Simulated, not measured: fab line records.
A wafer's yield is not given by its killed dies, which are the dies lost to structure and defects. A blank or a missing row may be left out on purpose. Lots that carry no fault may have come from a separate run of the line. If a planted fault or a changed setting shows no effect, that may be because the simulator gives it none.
Chamber matching || flow nand-harc || NHARC_A_CHANNEL_FILL_D1_ETCHBACK_19 on rie-si-04: 4 sister chambers
The step etches the open film in HBr/Cl2, target depth 5 nm, time 1.7 s. 20 wafers are shown with their chamber, then 10 later ones without.

== EACH WAFER AND ITS CHAMBER ==
{"wafer": "L074.1", "chamber": 2, "drypump-motor-current-A (A)": 5.6, "he-backside-leak-sccm (sccm)": 2.9, "oes-product-au (a.u.)": 0.996}
{"wafer": "L074.4", "chamber": 0, "drypump-motor-current-A (A)": 5.2, "he-backside-leak-sccm (sccm)": 2.5, "oes-product-au (a.u.)": 0.998}
{"wafer": "L074.5", "chamber": 1, "drypump-motor-current-A (A)": 5.9, "he-backside-leak-sccm (sccm)": 2.6, "oes-product-au (a.u.)": 1.003}
{"wafer": "L078.1", "chamber": 0, "drypump-motor-current-A (A)": 5.2, "he-backside-leak-sccm (sccm)": 2.2, "oes-product-au (a.u.)": 0.987}
{"wafer": "L078.3", "chamber": 2, "drypump-motor-current-A (A)": 5.6, "he-backside-leak-sccm (sccm)": 2.9, "oes-product-au (a.u.)": 0.998}
{"wafer": "L078.4", "chamber": 3, "drypump-motor-current-A (A)": 5.7, "he-backside-leak-sccm (sccm)": 2.8, "oes-product-au (a.u.)": 1.015}
{"wafer": "L080.2", "chamber": 0, "drypump-motor-current-A (A)": 5.3, "he-backside-leak-sccm (sccm)": 2.5, "oes-product-au (a.u.)": 0.999}
{"wafer": "L080.5", "chamber": 2, "drypump-motor-current-A (A)": 5.6, "he-backside-leak-sccm (sccm)": 2.8, "oes-product-au (a.u.)": 0.994}
{"wafer": "L080.6", "chamber": 1, "drypump-motor-current-A (A)": 5.9, "he-backside-leak-sccm (sccm)": 2.7, "oes-product-au (a.u.)": 1.001}
{"wafer": "L082.2", "chamber": 3, "drypump-motor-current-A (A)": 5.6, "he-backside-leak-sccm (sccm)": 2.9, "oes-product-au (a.u.)": 1.003}
{"wafer": "L082.3", "chamber": 2, "drypump-motor-current-A (A)": 5.6, "he-backside-leak-sccm (sccm)": 2.8, "oes-product-au (a.u.)": 1.010}
{"wafer": "L082.5", "chamber": 0, "drypump-motor-current-A (A)": 5.3, "he-backside-leak-sccm (sccm)": 2.4, "oes-product-au (a.u.)": 0.988}
{"wafer": "L087.3", "chamber": 0, "drypump-motor-current-A (A)": 5.2, "he-backside-leak-sccm (sccm)": 2.4, "oes-product-au (a.u.)": 0.998}
{"wafer": "L087.4", "chamber": 1, "drypump-motor-current-A (A)": 5.9, "he-backside-leak-sccm (sccm)": 2.9, "oes-product-au (a.u.)": 1.017}
{"wafer": "L087.5", "chamber": 3, "drypump-motor-current-A (A)": 5.6, "he-backside-leak-sccm (sccm)": 2.9, "oes-product-au (a.u.)": 1.029}
{"wafer": "L088.1", "chamber": 2, "drypump-motor-current-A (A)": 5.6, "he-backside-leak-sccm (sccm)": 2.8, "oes-product-au (a.u.)": 0.992}
{"wafer": "L088.3", "chamber": 3, "drypump-motor-current-A (A)": 5.6, "he-backside-leak-sccm (sccm)": 3.1, "oes-product-au (a.u.)": 1.016}
{"wafer": "L088.6", "chamber": 1, "drypump-motor-current-A (A)": 5.9, "he-backside-leak-sccm (sccm)": 2.5, "oes-product-au (a.u.)": 1.018}
{"wafer": "L090.1", "chamber": 1, "drypump-motor-current-A (A)": 5.9, "he-backside-leak-sccm (sccm)": 2.8, "oes-product-au (a.u.)": 1.015}
{"wafer": "L090.3", "chamber": 3, "drypump-motor-current-A (A)": 5.6, "he-backside-leak-sccm (sccm)": 2.8, "oes-product-au (a.u.)": 1.004}

SIGNATURES (means of the wafers above)
{"reading": "drypump-motor-current-A", "chamber 0": 5.240, "chamber 1": 5.900, "chamber 2": 5.600, "chamber 3": 5.620, "scatter within a chamber": 0.0354}
{"reading": "he-backside-leak-sccm", "chamber 0": 2.400, "chamber 1": 2.700, "chamber 2": 2.840, "chamber 3": 2.900, "scatter within a chamber": 0.12}
{"reading": "oes-product-au", "chamber 0": 0.99400, "chamber 1": 1.01080, "chamber 2": 0.99800, "chamber 3": 1.01340, "scatter within a chamber": 0.00812}
Rule: for each reading, subtract the chamber's mean from the wafer's reading, divide by that reading's scatter and square the result; add these up over the readings and take the root, which gives the wafer's distance from the chamber. The wafer belongs to the nearest chamber; if the next one is less than 2 further off, it can't be placed. The scatter: take each reading less its chamber's mean, square it, sum over the shown wafers, divide by the number of wafers less the number of chambers, and take the root.

== WAFERS WITH NO CHAMBER GIVEN ==
{"wafer": "L090.6", "drypump-motor-current-A (A)": 5.9, "he-backside-leak-sccm (sccm)": 2.9, "oes-product-au (a.u.)": 1.016}
{"wafer": "L093.2", "drypump-motor-current-A (A)": 5.2, "he-backside-leak-sccm (sccm)": 2.6, "oes-product-au (a.u.)": 1.008}
{"wafer": "L093.4", "drypump-motor-current-A (A)": 5.7, "he-backside-leak-sccm (sccm)": 2.9, "oes-product-au (a.u.)": 1.020}
{"wafer": "L093.5", "drypump-motor-current-A (A)": 5.6, "he-backside-leak-sccm (sccm)": 2.7, "oes-product-au (a.u.)": 1.003}
{"wafer": "L096.1", "drypump-motor-current-A (A)": 5.6, "he-backside-leak-sccm (sccm)": 2.8, "oes-product-au (a.u.)": 0.996}
{"wafer": "L096.5", "drypump-motor-current-A (A)": 5.3, "he-backside-leak-sccm (sccm)": 2.6, "oes-product-au (a.u.)": 0.999}
{"wafer": "L096.6", "drypump-motor-current-A (A)": 5.9, "he-backside-leak-sccm (sccm)": 2.9, "oes-product-au (a.u.)": 1.001}
{"wafer": "L097.2", "drypump-motor-current-A (A)": 5.2, "he-backside-leak-sccm (sccm)": 2.5, "oes-product-au (a.u.)": 0.989}
{"wafer": "L097.3", "drypump-motor-current-A (A)": 5.6, "he-backside-leak-sccm (sccm)": 2.6, "oes-product-au (a.u.)": 0.996}
{"wafer": "L097.5", "drypump-motor-current-A (A)": 5.6, "he-backside-leak-sccm (sccm)": 2.8, "oes-product-au (a.u.)": 1.005}

== THE CHAMBER EACH PASSED THROUGH ==
{"wafer": "L090.6", "from the rows above": 1, "in truth": 1}
{"wafer": "L093.2", "from the rows above": 0, "in truth": 0}
{"wafer": "L093.4", "from the rows above": "can't be placed: 3 or 2", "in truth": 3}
{"wafer": "L093.5", "from the rows above": "can't be placed: 2 or 3", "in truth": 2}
{"wafer": "L096.1", "from the rows above": "can't be placed: 2 or 3", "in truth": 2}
{"wafer": "L096.5", "from the rows above": 0, "in truth": 0}
{"wafer": "L096.6", "from the rows above": 1, "in truth": 1}
{"wafer": "L097.2", "from the rows above": 0, "in truth": 0}
{"wafer": "L097.3", "from the rows above": "can't be placed: 2 or 3", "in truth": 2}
{"wafer": "L097.5", "from the rows above": "can't be placed: 2 or 3", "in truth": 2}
5 of 10 placed correctly. Can't be placed from these rows: 5 (the true chamber is among the candidates in 5). 0 placed wrongly.
